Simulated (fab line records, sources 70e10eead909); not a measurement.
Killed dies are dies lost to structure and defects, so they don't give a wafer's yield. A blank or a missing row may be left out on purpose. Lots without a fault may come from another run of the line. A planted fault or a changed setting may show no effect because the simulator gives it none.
Chamber matching | flow nand_harc | NHARC_A_CHANNEL_FILL_D1_ETCHBACK_20 on rie_diel-10: 4 sister chambers
The step etches the open film in C4F8/O2/Ar, target depth 27 nm, time 13.5 s. 16 wafers are shown with their chamber, then 8 later ones without.

WAFERS WITH THEIR CHAMBER
wafer  | chamber | rf_vpp_V (V) | oes_product_au (a.u.)
L216.3 | 2       | 972          | 0.92
L216.4 | 3       | 979          | 0.93
L216.5 | 0       | 979          | 0.93
L219.1 | 3       | 979          | 1.01
L219.4 | 1       | 988          | 1.00
L219.5 | 2       | 970          | 1.00
L220.1 | 3       | 980          | 1.01
L220.3 | 0       | 979          | 1.01
L220.4 | 1       | 989          | 1.00
L231.3 | 0       | 978          | 0.93
L231.5 | 1       | 987          | 0.92
L231.6 | 2       | 971          | 0.91
L233.3 | 3       | 978          | 0.93
L233.4 | 2       | 972          | 0.92
L233.5 | 1       | 989          | 0.93
L235.1 | 0       | 979          | 0.93

SIGNATURES (means of the wafers above)
reading        | chamber 0 | chamber 1 | chamber 2 | chamber 3 | scatter within a chamber
rf_vpp_V       | 978.75    | 988.25    | 971.25    | 979.00    | 0.829
oes_product_au | 0.9500    | 0.9625    | 0.9375    | 0.9700    | 0.043
Rule: a wafer's distance from a chamber is the root of the sum, over the readings, of the square of ((its reading less the chamber's mean) divided by the reading's scatter). The wafer belongs to the nearest chamber; if the next one is less than 2 further off, it can't be placed. The scatter: the root of (the sum of the squares of (reading less its chamber's mean) over the shown wafers, divided by (wafers less chambers)).

WAFERS WITHOUT THEIR CHAMBER
wafer  | rf_vpp_V (V) | oes_product_au (a.u.)
L235.3 | 989          | 0.92
L235.5 | 988          | 0.92
L239.1 | 988          | 0.92
L239.2 | 980          | 0.93
L239.6 | 989          | 0.92
L237.1 | 978          | 1.01
L237.3 | 979          | 0.99
L237.5 | 978          | 1.00

WHICH CHAMBER EACH WENT THROUGH
wafer  | from the rows above     | in truth
L235.3 | 1                       | 1
L235.5 | 1                       | 1
L239.1 | 1                       | 1
L239.2 | can't be placed: 3 or 0 | 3
L239.6 | 1                       | 1
L237.1 | can't be placed: 3 or 0 | 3
L237.3 | can't be placed: 3 or 0 | 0
L237.5 | can't be placed: 3 or 0 | 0
Placed correctly: 4 of 8. Can't be placed from these rows: 4 (the true chamber is among the candidates in 4). Placed wrongly: 0.
